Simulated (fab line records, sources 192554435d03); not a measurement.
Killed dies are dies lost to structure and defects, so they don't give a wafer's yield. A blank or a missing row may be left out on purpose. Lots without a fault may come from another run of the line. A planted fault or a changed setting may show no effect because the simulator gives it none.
Problem report in the 8D (eight disciplines) form, filled by code | flow n5_finfet | the parts of the form that need people (team, actions taken, sign-off) are left out

1. THE PROBLEM
rf_fwd_power_W at N5_BEOL_M2_ETCH_70 reads a mean of 635.2 W on 1 wafer of 1 lot; wafers without a fault read 835.8 W with a standard deviation of 2.8. That is -72 standard deviations from the usual mean.
The step: etches SOC in N2/H2, target depth 80 nm, overetch 24 nm, time 130 s.
First seen on wafer L452.2, day 9 00:41, on rie_diel-04. The record holds 27 wafers of 9 lots with a number at this step. Rule for "out", or "out of limits": more than 4 standard deviations from the usual mean. The other wafers with a number count as sound.

2. WHAT IT IS AND WHAT IT IS NOT
question                    | is                       | is not
which readings at this step | rf_fwd_power_W, rf_vpp_V | drypump_motor_current_A, oes_product_au, showerhead_plenum_p_Torr, throttle_valve_pct
which lots                  | L452                     | L444, L446, L448, L458, L460, L462, L465, L466
which wafers of those lots  | L452.2                   | L452.1, L452.6
read on which tools         | rie_diel-04              | rie_diel-02, rie_diel-05
when                        | from day 9 00:41         | up to then (11 sound wafers); but 15 sound wafers of L458, L460, L462, L465, L466 came after

3. SUSPECTS, AND WHAT RULES EACH OUT
Counting: a tool at a process step up to the reading stays a suspect if it ran every lot that is out. Sound lots after the first of them don't rule it out here, since some wafers of a struck lot are sound.
- rie_diel-04 at N5_BEOL_M2_ETCH_70 (etches SOC in N2/H2, target depth 80 nm, overetch 24 nm, time 130 s): kept. It ran the lot that is out, L452 (day 9 00:41); its last sound lot up to then is L444 (day 7 06:58). Its own readings are out on those wafers: rf_fwd_power_W, rf_vpp_V.
- Within rie_diel-04 at N5_BEOL_M2_ETCH_70: the wafers that are out ran in chamber 3; their sound lot-mates ran in chamber 0.
Left after counting: rie_diel-04 at N5_BEOL_M2_ETCH_70.

4. THE CAUSE (what the simulator had put in)
Process parameter drift: rie_diel-04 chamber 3, from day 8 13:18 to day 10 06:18, at N5_BEOL_M2_ETCH_70. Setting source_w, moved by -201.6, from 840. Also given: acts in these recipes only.
Counting left only this tool.

5. THE CHAIN OF EFFECTS, in route order
Each row: a reading whose mean over the struck wafers that have a number lies more than 3 standard deviations from the usual. Only readings for which the record gives a usual standard deviation are gone through. hours: the time from each lot's start at the first step in this table that gives one to its start at this step, as a median over the lots. sigmas: the change in usual standard deviations.
hours | step               | reading        | usual   | on struck wafers | change | sigmas
0     | N5_BEOL_M2_ETCH_70 | rf_fwd_power_W | 835.8 W | 635.2            | -200.6 | -72
0     | N5_BEOL_M2_ETCH_70 | rf_vpp_V       | 524.5 V | 577.6            | +53.1  | +21
The process steps in it:
- N5_BEOL_M2_ETCH_70: etches SOC in N2/H2, target depth 80 nm, overetch 24 nm, time 130 s.
Later measuring or inspecting steps at which every struck wafer that the step has a row for has a number for every such reading, and none has moved that far: N5_BEOL_M4_RC_MEAS_101.

6. WHAT WOULD HAVE CAUGHT IT SOONER
In this record the first reading out of limits was taken at day 9 00:41, 11 hours after the fault began at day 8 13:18.
